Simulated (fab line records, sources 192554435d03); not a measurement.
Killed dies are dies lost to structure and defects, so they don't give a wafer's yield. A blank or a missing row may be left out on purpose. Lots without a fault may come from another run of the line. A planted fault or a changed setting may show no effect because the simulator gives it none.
fab line records | flow n5_finfet
record lots=22 wafers=66 last_day=19
route steps=1938 shown BEOL_M7@1264
lots that met no fault: from a run of the same line without faults
start_h: hours from the record's first day to the start of the lot's first wafer shown | wait_h: hours since the lot's step before | " the same as in the row above | L1.1+2: a row that stands for several wafers | - no value, or no start given | * or withheld: withheld | < > ~ a bound
route shown NAME@n: a module of which the file shows steps, and the number in the route of the first | usual: mean/standard deviation of fault-free wafers | same: alike in all rows | chamber/n: place in a boat | sites: the reading at each site | _std_site: their standard deviation | _edge_site: outer sites' mean less inner sites' | radius_mm: how far each site lies from the wafer's centre | mask NAME#n: copy n | behind: the tool/chamber that last shaped the wafer | hold: why the lot was held/for how many hours/how that ended | device: the transistor (n, p or np) that didn't switch | end of line: the same wafers' tests at the end of the route | a step without rows: its recipe alone | killed: dies lost to structure and defects at the first sort, not the wafer's yield | map: a wafer's dies, x killed, . not, _ none there
set.NAME: the setting as run; set.NAME@STEP: as run at that earlier step | model.NAME: the simulator's own value behind a step, which no gauge read
steps of the route over a sample of lots; a table a step, a row a wafer
services: from which hour (start_h, from the record's first day; less than 0 if before it) a tool's chamber was out of use, for how many hours, and why
## steps
# step N5_BEOL_M7_CURE_74
# recipe temp_c=385 time_s=240 ambient=He/Ar material=SiCOH_lowk
# usual lamp_power_pct=52.31/0.054 wafer_temp_C_max=386.9/0.71
# columns lot.wafer tool chamber start_h wait_h lamp_power_pct wafer_temp_C_max
L074.2 uv_cure-02 1 197.89 0.1 52.24 387.2
L074.3 " 1 " " 52.29 387.4
L074.6 " 1 " " 52.36 387.1
L076.2 uv_cure-02 0 201.64 0.4 52.32 386.3
L076.5 " 0 " " 52.21 385.9
L076.6 " 0 " " 52.29 385.8
L075.1 uv_cure-03 2 206.63 0.3 52.35 387.9
L075.2 " 2 " " 52.30 388.0
L075.5 " 2 " " 52.31 387.1
L077.1 uv_cure-03 2 220.27 1.8 52.24 387.5
L077.5 " 2 " " 52.33 386.6
L077.6 " 2 " " 52.43 388.3
L078.1 uv_cure-03 2 225.23 0.5 52.30 387.2
L078.3 " 2 " " 52.19 387.7
L078.6 " 2 " " 52.36 388.2
L079.3 uv_cure-03 0 227.79 1.3 52.30 387.1
L079.4 " 0 " " 52.22 386.9
L079.6 " 0 " " 52.24 386.8
L080.3 uv_cure-03 1 239.09 1.4 52.43 386.9
L080.4 " 1 " " 52.33 386.8
L080.5 " 1 " " 52.16 386.7
L081.2 uv_cure-02 2 239.70 0.1 52.36 386.8
L081.4 " 2 " " 52.26 387.0
L081.5 " 2 " " 52.27 386.9
L082.1 uv_cure-03 2 239.92 0.1 52.33 387.4
L082.2 " 2 " " 52.21 387.3
L082.5 " 2 " " 52.26 387.8
L083.3 uv_cure-02 1 253.87 0.2 52.30 386.9
L083.5 " 1 " " 52.30 386.8
L083.6 " 1 " " 52.30 387.7
L085.3 uv_cure-03 2 256.34 0.3 52.35 387.8
L085.4 " 2 " " 52.35 388.6
L085.5 " 2 " " 52.29 388.3
L084.2 uv_cure-03 2 257.55 0.1 52.39 387.7
L084.4 " 2 " " 52.25 387.6
L084.6 " 2 " " 52.33 387.4
L087.1 uv_cure-02 0 273.21 0.0 52.28 386.3
L087.2 " 0 " " 52.27 386.1
L087.3 " 0 " " 52.35 386.3
L089.1 uv_cure-02 0 290.06 0.4 52.32 385.9
L089.2 " 0 " " 52.29 386.4
L089.3 " 0 " " 52.28 386.3
L086.3 uv_cure-03 1 290.54 1.1 52.32 386.2
L086.4 " 1 " " 52.31 386.2
L086.6 " 1 " " 52.32 386.1
L088.1 uv_cure-02 1 296.27 0.0 52.37 386.3
L088.4 " 1 " " 52.32 386.7
L088.6 " 1 " " 52.36 386.7
L090.3 uv_cure-03 2 304.00 0.2 52.30 387.1
L090.4 " 2 " " 52.22 387.4
L090.6 " 2 " " 52.28 387.0
L093.1 uv_cure-03 2 330.97 0.0 52.26 387.0
L093.5 " 2 " " 52.31 387.7
L093.6 " 2 " " 52.36 387.1
L094.2 uv_cure-02 2 335.81 0.2 52.31 387.3
L094.3 " 2 " " 52.31 386.9
L094.6 " 2 " " 52.31 386.6
L092.4 uv_cure-01 1 336.57 0.3 52.35 386.2
L092.5 " 1 " " 52.21 386.1
L092.6 " 1 " " 52.32 385.9
L096.1 uv_cure-01 1 354.93 0.0 52.29 385.8
L096.3 " 1 " " 52.41 386.0
L096.5 " 1 " " 52.28 386.0
L097.1 uv_cure-02 0 357.98 0.0 52.27 386.5
L097.2 " 0 " " 52.24 386.2
L097.3 " 0 " " 52.34 385.9
# step N5_BEOL_M7_INSPECT_13
# recipe mode=adi inspect_instrument=brightfield
# usual raw_defect_count=409/110
# columns lot.wafer tool chamber start_h wait_h raw_defect_count
L074.2 defect_inspect-02 - 200.76 0.0 384
L074.3 " - " " 350
L074.6 " - " " 604
L076.2 defect_inspect-02 - 203.99 0.0 383
L076.5 " - " " 427
L076.6 " - " " 275
L075.1 defect_inspect-02 - 209.94 0.0 462
L075.2 " - " " 423
L075.5 " - " " 757
L077.1 defect_inspect-02 - 224.41 0.0 495
L077.5 " - " " 519
L077.6 " - " " 339
L078.1 defect_inspect-01 - 227.47 0.0 294
L078.3 " - " " 370
L078.6 " - " " 346
L079.3 defect_inspect-02 - 228.79 0.0 473
L079.4 " - " " 351
L079.6 " - " " 417
L080.3 defect_inspect-02 - 240.26 0.0 342
L080.4 " - " " 551
L080.5 " - " " 442
L081.2 defect_inspect-01 - 242.34 0.0 272
L081.4 " - " " 353
L081.5 " - " " 392
L082.1 defect_inspect-02 - 242.80 0.0 416
L082.2 " - " " 378
L082.5 " - " " 385
L083.3 defect_inspect-02 - 254.89 0.0 391
L083.5 " - " " 393
L083.6 " - " " 374
L085.3 defect_inspect-01 - 257.73 0.0 374
L085.4 " - " " 367
L085.5 " - " " 487
L084.2 defect_inspect-01 - 259.20 0.0 352
L084.4 " - " " 429
L084.6 " - " " 403
L087.1 defect_inspect-01 - 279.50 0.0 149
L087.2 " - " " 292
L087.3 " - " " 339
L089.1 defect_inspect-02 - 291.90 0.0 344
L089.2 " - " " 293
L089.3 " - " " 284
L086.3 defect_inspect-01 - 292.89 0.0 398
L086.4 " - " " 389
L086.6 " - " " 427
L088.1 defect_inspect-01 - 298.13 0.0 257
L088.4 " - " " 415
L088.6 " - " " 325
L090.3 defect_inspect-01 - 305.21 0.0 453
L090.4 " - " " 438
L090.6 " - " " 506
L093.1 defect_inspect-02 - 332.57 0.0 458
L093.5 " - " " 516
L093.6 " - " " 447
L094.2 defect_inspect-02 - 337.95 0.0 862
L094.3 " - " " 660
L094.6 " - " " 671
L092.4 defect_inspect-01 - 338.11 0.0 415
L092.5 " - " " 367
L092.6 " - " " 410
L096.1 defect_inspect-01 - 357.55 0.0 392
L096.3 " - " " 655
L096.5 " - " " 400
L097.1 defect_inspect-02 - 360.71 0.0 364
L097.2 " - " " 300
L097.3 " - " " 372
# step N5_BEOL_M7_ETCH_61
# recipe chemistry=CF4 target=SiARC target_depth_a=455 mask_material=CAR-ArF time_s=75.8 ion_energy_ev=80 pressure_mtorr=40 source_w=545 bias_w=36 Ar_flow_sccm=100 cf4_flow_sccm=100 ends=cleared
# usual cf4_flow_sccm=99.98/0.27 drypump_motor_current_A=5.9/0.49 etch_rf_on_time_s=75.0/1.4 mfc_ar_sccm=99.99/0.3 oes_product_au=0.71/0.069 rf_vpp_V=184.3/1 showerhead_plenum_p_Torr=2.16/0.06 throttle_valve_pct=15.46/0.26
# columns lot.wafer tool chamber start_h wait_h cf4_flow_sccm drypump_motor_current_A etch_rf_on_time_s mfc_ar_sccm oes_product_au rf_hours_counter_h rf_vpp_V showerhead_plenum_p_Torr throttle_valve_pct
L074.2 rie_diel-01 2 200.83 0.0 99.52 5.7 76.6 100.16 0.72 46 185.0 2.17 15.45
L074.3 " 0 " " 99.86 6.4 76.1 100.04 0.70 109 184.5 2.15 15.41
L074.6 " 0 " " 100.00 6.5 75.9 99.78 0.69 - 184.1 2.15 15.40
L076.2 rie_diel-01 1 204.64 0.0 99.70 5.8 72.9 100.68 0.77 42 184.5 2.26 15.08
L076.5 " 2 " " 99.75 5.7 75.1 99.74 0.73 - 183.7 2.17 15.46
L076.6 " 3 " " 99.91 5.4 74.5 99.78 0.83 - 183.4 2.11 15.16
L075.1 rie_diel-03 3 210.03 0.0 100.17 6.6 73.2 99.68 0.78 29 184.2 2.18 15.30
L075.2 " 0 " " 100.07 4.9 77.0 99.55 0.67 146 183.5 2.15 15.38
L075.5 " 1 " " 100.26 6.0 76.4 99.24 0.62 - 183.5 2.22 16.08
L077.1 rie_diel-01 1 224.51 0.0 100.02 5.7 72.7 100.08 0.76 48 185.4 2.26 15.07
L077.5 " 0 " " 99.76 6.4 76.2 99.92 0.69 - 185.0 2.15 15.42
L077.6 " 1 " " 100.13 5.7 72.8 99.87 0.76 - 184.7 2.26 15.09
L078.1 rie_diel-01 2 227.54 0.0 99.66 5.7 76.0 100.23 0.71 55 183.4 2.17 15.44
L078.3 " 3 " " 99.95 5.4 74.4 99.60 0.80 9 182.8 2.11 15.19
L078.6 " 2 " " 100.20 5.7 75.5 99.96 0.71 - 182.8 2.17 15.46
L079.3 rie_diel-01 2 228.93 0.0 100.26 5.7 75.2 99.97 0.71 56 184.5 2.17 15.46
L079.4 " 3 " " 99.60 5.4 73.4 99.78 0.80 10 184.5 2.11 15.19
L079.6 " 0 " " 100.05 6.4 74.7 99.79 0.69 - 183.3 2.15 15.42
L080.3 rie_diel-03 3 240.84 0.0 100.17 6.6 72.7 99.75 0.76 42 184.5 2.18 15.33
L080.4 " 0 " " 99.81 4.9 76.2 100.37 0.66 158 183.9 2.14 15.39
L080.5 " 2 " " 100.05 5.8 75.9 100.41 0.62 - 183.7 2.14 15.53
L081.2 rie_diel-01 2 242.52 0.0 99.64 5.7 74.9 100.48 0.71 62 184.4 2.17 15.48
L081.4 " 1 " " 99.57 5.7 72.8 100.01 0.75 55 183.5 2.26 15.09
L081.5 " 1 " " 99.74 5.8 71.4 99.72 0.76 - 185.1 2.26 15.08
L082.1 rie_diel-03 2 242.87 0.0 99.87 5.8 75.7 99.79 0.62 162 183.5 2.14 15.53
L082.2 " 1 " " 100.04 6.1 77.2 99.68 0.61 190 185.4 2.21 16.07
L082.5 " 1 " " 99.82 6.1 76.3 100.10 0.61 - 184.7 2.21 16.08
L083.3 rie_diel-01 3 254.96 0.0 99.76 5.4 74.5 100.29 0.78 19 183.6 2.11 15.21
L083.5 " 0 " " 99.96 6.5 75.5 99.94 0.68 - 182.8 2.15 15.44
L083.6 " 1 " " 99.48 5.8 72.1 100.02 0.75 - 186.7 2.26 15.10
L085.3 rie_diel-03 1 257.83 0.0 100.22 6.0 75.5 100.30 0.61 196 185.1 2.21 16.09
L085.4 " 0 " " 100.35 4.9 75.3 99.82 0.65 164 183.8 2.14 15.40
L085.5 " 3 " " 100.35 6.6 72.4 100.07 0.75 - 185.7 2.18 15.32
L084.2 rie_diel-02 3 259.31 0.0 100.26 6.2 77.0 100.18 0.58 238 183.9 2.04 15.80
L084.4 " 2 " " 99.77 6.4 74.3 99.64 0.79 - 183.4 2.10 15.59
L084.6 " 3 " " 99.80 6.2 76.7 100.31 0.58 - 182.8 2.04 15.79
L087.1 rie_diel-03 0 279.57 0.0 100.04 4.9 76.0 100.31 0.64 171 183.8 2.14 15.44
L087.2 " 3 " " 99.78 6.6 73.3 99.95 0.73 54 183.8 2.17 15.35
L087.3 " 2 " " 99.79 5.8 75.4 100.35 0.61 175 182.6 2.14 15.55
L089.1 rie_diel-01 3 291.97 0.0 100.20 5.4 74.5 100.24 0.77 30 184.2 2.11 15.21
L089.2 " 1 " " 99.95 5.8 72.9 99.97 0.73 69 185.8 2.25 15.11
L089.3 " 0 " " 100.05 6.4 75.9 100.06 0.67 138 184.5 2.14 15.46
L086.3 rie_diel-03 0 292.96 0.0 99.96 4.9 77.2 99.48 0.63 174 184.2 2.14 15.43
L086.4 " 3 " " 99.62 6.6 73.9 100.11 0.73 57 183.6 2.17 15.34
L086.6 " 0 " " 99.78 4.9 76.4 99.71 0.64 - 183.4 2.14 15.42
L088.1 rie_diel-03 2 298.20 0.0 99.98 5.8 75.1 100.18 0.61 180 184.2 2.14 15.56
L088.4 " 0 " " 100.11 4.9 75.5 100.06 0.64 174 185.1 2.14 15.45
L088.6 " 3 " " 100.16 6.7 72.2 99.96 0.74 - 184.2 2.17 15.36
L090.3 rie_diel-03 1 305.60 0.0 100.19 6.0 76.6 100.39 0.60 210 186.3 2.20 16.12
L090.4 " 0 " " 100.25 4.9 75.6 99.89 0.64 177 183.5 2.14 15.43
L090.6 " 1 " " 100.09 6.1 75.6 99.60 0.60 - 186.2 2.20 16.14
L093.1 rie_diel-02 0 332.64 0.0 100.36 5.7 72.9 100.56 0.74 58 184.4 2.08 15.43
L093.5 " 0 " " 100.24 5.6 73.1 100.16 0.73 - 185.2 2.08 15.38
L093.6 " 3 " " 99.96 6.2 75.0 100.04 0.81 - 186.4 2.29 15.32
L094.2 rie_diel-01 0 338.01 0.0 100.38 6.4 76.8 99.98 0.65 153 182.8 2.14 15.50
L094.3 " 3 " " 99.78 5.4 76.0 99.88 0.74 46 183.8 2.10 15.26
L094.6 " 3 " " 99.69 5.3 75.9 99.46 0.73 - 184.6 2.10 15.25
L092.4 rie_diel-02 2 338.21 0.0 100.03 6.4 76.1 99.42 0.73 - 183.7 2.09 15.65
L092.5 " 0 " " 99.46 5.6 73.8 99.66 0.73 - 184.0 2.08 15.41
L092.6 " 3 " " 99.25 6.2 75.4 99.97 0.80 - 184.1 2.28 15.33
L096.1 rie_diel-01 1 357.62 0.0 99.53 5.7 73.0 100.24 0.72 89 186.9 2.25 15.16
L096.3 " 0 " " 99.75 6.4 76.6 100.13 0.66 159 183.1 2.14 15.52
L096.5 " 0 " " 99.99 6.5 77.2 99.60 0.65 - 185.0 2.14 15.49
L097.1 rie_diel-02 0 361.09 0.0 99.85 5.6 73.3 100.05 0.73 67 183.3 2.08 15.43
L097.2 " 2 " " 99.66 6.4 76.3 99.69 0.73 56 184.0 2.09 15.66
L097.3 " 3 " " 100.45 6.2 75.1 99.99 0.79 14 186.4 2.28 15.34
# step N5_BEOL_M7_STRIP_19
# recipe chemistry=O2 power_w=400 temp_c=40 pressure_mtorr=30 rf_frequency_hz=6e+07 bias_power_w=0 overash_fraction=0.2 o2_flow_sccm=225
# usual drypump_motor_current_A=5.9/0.48 oes_product_au=0.83/0.075 rf_vpp_V=3.7/0.59 showerhead_plenum_p_Torr=2.11/0.068 throttle_valve_pct=16.46/0.21
# columns lot.wafer tool chamber start_h wait_h drypump_motor_current_A oes_product_au rf_hours_counter_h rf_vpp_V showerhead_plenum_p_Torr throttle_valve_pct
L074.2 rie_diel-01 3 201.19 0.1 5.4 0.96 3 3.2 2.07 16.26
L074.3 " 1 " " 5.8 0.89 41 3.7 2.23 16.17
L074.6 " 3 " " 5.4 0.96 - 4.4 2.07 16.27
L076.2 rie_diel-01 0 205.12 0.2 6.5 0.81 111 2.9 2.10 16.39
L076.5 " 2 " " 5.7 0.85 - 4.5 2.12 16.50
L076.6 " 3 " " 5.4 0.95 - 3.9 2.07 16.26
L075.1 rie_diel-02 1 210.38 0.1 5.2 0.70 226 4.1 1.98 17.02
L075.2 " 3 " " 6.2 0.68 227 3.3 1.99 16.82
L075.5 " 2 " " 6.4 0.94 - 3.8 2.04 16.58
L077.1 rie_diel-03 3 224.86 0.1 6.6 0.89 34 2.7 2.14 16.37
L077.5 " 2 " " 5.7 0.73 - 3.5 2.10 16.54
L077.6 " 3 " " 6.6 0.89 - 3.9 2.13 16.37
L078.1 rie_diel-01 1 228.05 0.2 5.8 0.87 49 3.6 2.23 16.18
L078.3 " 3 " " 5.4 0.94 10 3.8 2.07 16.28
L078.6 " 0 " " 6.5 0.81 - 4.7 2.10 16.40
L079.3 rie_diel-01 2 229.32 0.1 5.7 0.83 56 3.5 2.12 16.50
L079.4 " 0 " " 6.5 0.80 119 2.3 2.10 16.41
L079.6 " 1 " " 5.7 0.88 - 4.4 2.23 16.19
L080.3 rie_diel-01 2 241.20 0.1 5.7 0.83 61 3.8 2.12 16.51
L080.4 " 0 " " 6.5 0.80 124 3.8 2.09 16.41
L080.5 " 0 " " 6.4 0.80 - 3.0 2.09 16.41
L081.2 rie_diel-01 2 242.88 0.1 5.7 0.84 62 2.9 2.12 16.51
L081.4 " 1 " " 5.8 0.87 55 3.7 2.23 16.19
L081.5 " 3 " " 5.4 0.92 - 3.4 2.07 16.32
L082.1 rie_diel-01 0 243.22 0.1 6.5 0.79 124 3.1 2.09 16.41
L082.2 " 1 " " 5.8 0.86 56 3.8 2.23 16.20
L082.5 " 2 " " 5.7 0.84 - 3.4 2.12 16.53
L083.3 rie_diel-01 3 255.31 0.1 5.4 0.91 20 3.5 2.07 16.29
L083.5 " 1 " " 5.8 0.86 - 3.9 2.23 16.20
L083.6 " 2 " " 5.7 0.82 - 3.5 2.12 16.51
L085.3 rie_diel-01 1 258.18 0.1 5.8 0.86 61 4.2 2.23 16.22
L085.4 " 2 " " 5.7 0.83 67 3.8 2.12 16.52
L085.5 " 0 " " 6.5 0.80 - 3.8 2.09 16.43
L084.2 rie_diel-03 3 259.74 0.1 6.7 0.86 48 3.4 2.13 16.41
L084.4 " 1 " " 6.1 0.71 197 4.0 2.15 17.10
L084.6 " 3 " " 6.7 0.86 - 3.8 2.13 16.40
L087.1 rie_diel-02 1 279.92 0.1 5.2 0.68 240 3.6 1.98 17.06
L087.2 " 3 " " 6.2 0.66 245 4.3 1.98 16.87
L087.3 " 2 " " 6.4 0.90 26 3.7 2.04 16.61
L089.1 rie_diel-01 1 292.33 0.1 5.7 0.84 69 4.7 2.22 16.23
L089.2 " 0 " " 6.4 0.79 138 4.2 2.09 16.45
L089.3 " 3 " " 5.4 0.88 30 4.0 2.06 16.32
L086.3 rie_diel-03 1 293.32 0.1 6.0 0.70 207 3.5 2.15 17.12
L086.4 " 2 " " 5.8 0.71 179 3.4 2.09 16.60
L086.6 " 3 " " 6.6 0.85 - 3.3 2.13 16.43
L088.1 rie_diel-03 3 298.57 0.1 6.6 0.85 59 4.4 2.13 16.43
L088.4 " 0 " " 4.9 0.76 175 4.2 2.09 16.48
L088.6 " 3 " " 6.6 0.85 - 3.5 2.13 16.44
L090.3 rie_diel-01 1 306.02 0.1 5.7 0.83 74 4.0 2.22 16.22
L090.4 " 2 " " 5.7 0.80 75 4.5 2.11 16.54
L090.6 " 3 " " 5.4 0.88 - 3.6 2.06 16.31
L093.1 rie_diel-02 2 333.00 0.1 6.4 0.86 46 4.8 2.03 16.62
L093.5 " 0 " " 5.6 0.86 - 4.0 2.03 16.50
L093.6 " 2 " " 6.4 0.86 - 3.2 2.03 16.64
L094.2 rie_diel-01 3 338.38 0.1 5.4 0.85 46 3.3 2.06 16.35
L094.3 " 0 " " 6.5 0.77 154 4.3 2.08 16.48
L094.6 " 3 " " 5.4 0.84 - 3.3 2.06 16.33
L092.4 rie_diel-01 3 338.54 0.1 5.4 0.87 46 3.1 2.06 16.35
L092.5 " 1 " " 5.8 0.83 - 4.7 2.22 16.25
L092.6 " 0 " " 6.4 0.77 - 3.4 2.08 16.47
L096.1 rie_diel-03 2 357.98 0.1 5.7 0.69 198 3.8 2.08 16.65
L096.3 " 3 " " 6.6 0.82 77 4.6 2.12 16.47
L096.5 " 2 " " 5.8 0.70 - 3.1 2.08 16.63
L097.1 rie_diel-02 3 361.46 0.1 6.2 0.92 14 3.8 2.24 16.42
L097.2 " 2 " " 6.4 0.85 56 3.1 2.03 16.67
L097.3 " 0 " " 5.6 0.85 68 3.7 2.03 16.52
# step N5_BEOL_M7_STRIP_80
# recipe chemistry=N2/H2 time_s=10 power_w=450 temp_c=40 pressure_mtorr=20 rf_frequency_hz=6e+07 bias_power_w=7 n2_flow_sccm=200 h2_flow_sccm=200
# usual drypump_motor_current_A=5.9/0.53 oes_product_au=0.80/0.078 rf_vpp_V=59.2/0.9 showerhead_plenum_p_Torr=2.55/0.078 throttle_valve_pct=23.5/0.32
# columns lot.wafer tool chamber start_h wait_h drypump_motor_current_A oes_product_au rf_hours_counter_h rf_vpp_V showerhead_plenum_p_Torr throttle_valve_pct
L074.2 rie_diel-03 1 - - 6.0 0.73 176 58.6 2.63 24.1
L074.3 " 3 " " 6.7 0.90 27 59.2 2.59 23.3
L074.6 " 1 " " 6.0 0.73 - 59.0 2.63 24.1
L076.2 rie_diel-03 3 - - 6.6 0.90 28 60.3 2.59 23.4
L076.5 " 2 " " 5.8 0.74 - 61.1 2.55 23.5
L076.6 " 1 " " 6.0 0.73 - 60.3 2.63 24.1
L075.1 rie_diel-03 2 - - 5.8 0.74 151 58.8 2.55 23.5
L075.2 " 1 " " 6.0 0.72 179 58.1 2.63 24.1
L075.5 " 1 " " 6.1 0.72 - 59.1 2.63 24.1
L077.1 rie_diel-02 1 - - 5.2 0.70 231 57.8 2.40 24.0
L077.5 " 2 " " 6.4 0.92 - 57.6 2.48 23.6
L077.6 " 1 " " 5.2 0.69 - 58.6 2.40 24.0
L078.1 rie_diel-03 2 - - 5.8 0.73 156 60.4 2.54 23.5
L078.3 " 3 " " 6.7 0.88 36 59.5 2.59 23.3
L078.6 " 0 " " 4.9 0.77 - 58.0 2.53 23.4
L079.3 rie_diel-03 0 - - 4.9 0.78 156 59.5 2.53 23.4
L079.4 " 1 " " 6.1 0.72 188 59.0 2.63 24.1
L079.6 " 3 " " 6.6 0.89 - 59.1 2.58 23.4
L080.3 rie_diel-02 3 - - 6.2 0.68 232 61.0 2.41 24.0
L080.4 " 2 " " 6.4 0.93 14 58.9 2.48 23.6
L080.5 " 0 " " 5.6 0.91 - 58.2 2.48 23.4
L081.2 rie_diel-03 1 - - 6.0 0.71 191 60.0 2.63 24.1
L081.4 " 0 " " 4.9 0.76 159 59.6 2.53 23.4
L081.5 " 1 " " 6.1 0.71 - 58.7 2.62 24.2
L082.1 rie_diel-02 1 - - 5.2 0.69 233 59.2 2.40 24.1
L082.2 " 3 " " 6.2 0.68 233 60.1 2.41 24.0
L082.5 " 2 " " 6.4 0.94 - 60.1 2.48 23.6
L083.3 rie_diel-01 1 - - 5.8 0.87 60 59.9 2.68 23.3
L083.5 " 1 " " 5.8 0.86 - 58.7 2.68 23.3
L083.6 " 2 " " 5.7 0.82 - 59.0 2.60 23.7
L085.3 rie_diel-03 3 - - 6.6 0.86 48 59.0 2.58 23.4
L085.4 " 1 " " 6.0 0.71 197 58.9 2.62 24.2
L085.5 " 2 " " 5.8 0.71 - 59.8 2.54 23.5
L084.2 rie_diel-03 2 - - 5.8 0.72 169 60.4 2.54 23.5
L084.4 " 3 " " 6.7 0.86 49 58.2 2.58 23.4
L084.6 " 0 " " 4.9 0.76 - 60.0 2.53 23.4
L087.1 rie_diel-01 2 - - 5.7 0.81 72 58.3 2.59 23.6
L087.2 " 1 " " 5.8 0.86 66 59.6 2.68 23.3
L087.3 " 3 " " 5.3 0.90 26 58.5 2.47 22.9
L089.1 rie_diel-02 3 - - 6.2 0.66 249 60.6 2.40 24.1
L089.2 " 1 " " 5.2 0.69 244 60.1 2.40 24.0
L089.3 " 0 " " 5.6 0.89 44 58.4 2.47 23.4
L086.3 rie_diel-01 3 - - 5.4 0.88 31 56.4 2.47 22.9
L086.4 " 0 " " 6.5 0.78 - 59.3 2.54 23.4
L086.6 " 3 " " 5.4 0.88 - 59.0 2.47 22.9
L088.1 rie_diel-03 2 - - 5.8 0.71 180 58.4 2.53 23.5
L088.4 " 0 " " 4.9 0.75 175 59.4 2.52 23.4
L088.6 " 3 " " 6.7 0.85 - 59.8 2.58 23.4
L090.3 rie_diel-01 0 - - 6.5 0.79 143 57.9 2.54 23.4
L090.4 " 1 " " 5.7 0.86 74 60.5 2.68 23.3
L090.6 " 1 " " 5.8 0.85 - 58.4 2.68 23.3
L093.1 rie_diel-03 3 - - 6.7 0.82 70 57.6 2.57 23.4
L093.5 " 1 " " 6.0 0.69 - 58.5 2.61 24.2
L093.6 " 0 " " 4.9 0.74 - 60.3 2.52 23.5
L094.2 rie_diel-01 3 - - 5.4 0.85 47 58.2 2.46 22.9
L094.3 " 1 " " 5.8 0.82 84 58.6 2.67 23.3
L094.6 " 3 " " 5.4 0.85 - 59.6 2.46 22.9
L092.4 rie_diel-02 0 - - 5.6 0.85 - 60.1 2.46 23.4
L092.5 " 2 " " 6.4 0.86 - 59.5 2.47 23.6
L092.6 " 3 " " 6.2 0.94 - 60.9 2.72 23.7
L096.1 rie_diel-03 3 - - 6.6 0.82 77 58.8 2.57 23.4
L096.3 " 2 " " 5.8 0.70 198 58.4 2.53 23.5
L096.5 " 3 " " 6.6 0.82 - 57.5 2.57 23.4
L097.1 rie_diel-01 0 - - 6.5 0.77 160 59.6 2.53 23.4
L097.2 " 1 " " 5.8 0.82 90 59.6 2.67 23.3
L097.3 " 2 " " 5.7 0.79 89 57.4 2.59 23.7
# step N5_BEOL_M7_DEP_56
# recipe material=SiCN target_thk_a=100 temp_c=withheld precursor=3MS/NH3 pressure_torr=3 rf_w=202 time_s=17.5
# usual showerhead_plenum_p_Torr=3.668/0.014 showerhead_vpp_V=884/29 throttle_valve_pct=9.3/0.47
# columns lot.wafer tool chamber start_h wait_h showerhead_plenum_p_Torr showerhead_vpp_V since_wet_clean_h throttle_valve_pct
L074.2 pecvd-01 1 206.55 0.0 3.669 913 1817 8.9
L074.3 " 2 " " 3.678 911 303 9.0
L074.6 " 0 " " 3.648 885 - 9.2
L076.2 pecvd-01 0 208.43 0.0 3.647 880 1094 9.1
L076.5 " 0 " " 3.652 883 - 9.3
L076.6 " 1 " " 3.676 899 - 9.0
L075.1 pecvd-01 2 216.52 0.0 3.681 905 313 8.7
L075.2 " 0 " " 3.655 889 1102 9.3
L075.5 " 1 " " 3.682 916 - 9.1
L077.1 pecvd-04 2 230.75 0.0 3.672 855 543 9.1
L077.5 " 0 " " 3.631 891 - 10.3
L077.6 " 2 " " 3.672 859 - 8.7
L078.1 pecvd-01 0 232.78 0.0 3.652 890 1118 9.3
L078.3 " 0 " " 3.653 891 - 9.3
L078.6 " 0 " " 3.648 895 - 9.5
L079.3 pecvd-04 0 240.25 0.0 3.644 898 1307 9.8
L079.4 " 2 " " 3.675 859 - 8.9
L079.6 " 0 " " 3.637 898 - 10.1
L080.3 pecvd-02 1 245.58 0.0 3.671 919 1674 8.8
L080.4 " 0 " " 3.673 871 - 9.6
L080.5 " 2 " " 3.666 814 - 8.5
L081.2 pecvd-04 0 246.37 0.0 3.644 892 1313 10.2
L081.4 " 1 " " 3.689 904 - 9.4
L081.5 " 0 " " 3.642 886 - 10.1
L082.1 pecvd-04 2 248.23 0.0 3.672 886 560 9.1
L082.2 " 0 " " 3.643 883 1315 10.3
L082.5 " 0 " " 3.633 890 - 10.0
L083.3 pecvd-02 2 258.62 0.0 3.674 820 209 8.4
L083.5 " 2 " " 3.662 804 - 8.5
L083.6 " 0 " " 3.669 869 - 9.7
L085.3 pecvd-02 0 261.10 0.0 3.672 881 965 9.6
L085.4 " 0 " " 3.685 868 - 9.6
L085.5 " 1 " " 3.671 912 - 8.9
L084.2 pecvd-04 1 263.13 0.0 3.678 884 2055 9.3
L084.4 " 1 " " 3.685 885 - 9.4
L084.6 " 2 " " 3.676 866 - 8.9
L087.1 pecvd-02 1 285.40 0.0 3.676 927 1714 8.9
L087.2 " 0 " " 3.685 856 989 9.9
L087.3 " 2 " " 3.679 818 235 8.7
L089.1 pecvd-04 1 299.05 0.0 3.676 885 2090 9.3
L089.2 " 0 " " 3.645 898 1365 9.9
L089.3 " 2 " " 3.669 868 611 8.9
L086.3 pecvd-02 0 300.99 0.0 3.676 870 1005 9.6
L086.4 " 0 " " 3.665 874 - 9.7
L086.6 " 2 " " 3.672 826 - 8.5
L088.1 pecvd-02 0 303.09 0.0 3.674 874 1007 9.6
L088.4 " 0 " " 3.687 872 - 9.9
L088.6 " 2 " " 3.661 821 - 8.9
L090.3 pecvd-01 1 310.21 0.0 3.679 927 1920 8.8
L090.4 " 0 " " 3.650 897 - 9.2
L090.6 " 1 " " 3.674 907 - 9.0
L093.1 pecvd-01 0 338.09 0.0 3.647 891 1223 9.3
L093.5 " 2 " " 3.684 906 - 9.5
L093.6 " 0 " " 3.651 888 - 9.3
L092.4 pecvd-02 1 343.17 0.0 3.668 935 - 9.1
L092.5 " 0 " " 3.665 862 - 9.8
L092.6 " 2 " " 3.673 819 - 8.7
L094.2 pecvd-04 1 343.36 0.0 3.679 883 2135 9.4
L094.3 " 0 " " 3.642 906 1410 10.2
L094.6 " 0 " " 3.644 894 - 10.3
L096.1 pecvd-02 0 364.57 0.0 3.673 858 1068 9.6
L096.3 " 1 " " 3.657 919 1793 9.1
L096.5 " 2 " " 3.668 814 - 8.9
L097.1 pecvd-04 1 365.38 0.0 3.683 891 2157 9.6
L097.2 " 2 " " 3.668 871 678 9.0
L097.3 " 0 " " 3.645 908 1432 10.2
## services
# columns tool chamber start_h hours kind
rie_diel-02 - 186.52 0.8 repair
uv_cure-01 - 198.48 113.1 repair
uv_cure-02 - 205.35 1.0 pm
uv_cure-02 - 215.82 22.2 pm
rie_diel-01 3 216.72 5.4 repair
pecvd-04 2 221.37 2.1 scheduled_down
rie_diel-02 - 226.79 14.6 pm
pecvd-01 1 231.76 22.7 repair
pecvd-02 - 264.28 5.5 pm
rie_diel-02 0 275.91 6.9 repair
rie_diel-01 2 285.53 14.8 repair
rie_diel-02 3 302.17 - clean
rie_diel-02 3 302.17 - consumable_replace:focus_ring
rie_diel-02 3 302.17 - consumable_replace:showerhead
rie_diel-02 3 302.17 17.7 scheduled_down
rie_diel-02 3 302.17 17.7 vent_cycle
pecvd-04 1 307.59 2.1 scheduled_down
rie_diel-02 1 320.25 - clean
rie_diel-02 1 320.25 - consumable_replace:esc
rie_diel-02 1 320.25 - consumable_replace:focus_ring
rie_diel-02 1 320.25 - consumable_replace:showerhead
rie_diel-02 1 320.25 34.3 scheduled_down
rie_diel-02 1 320.25 34.3 vent_cycle
uv_cure-02 - 320.44 7.5 pm
## key
fault none
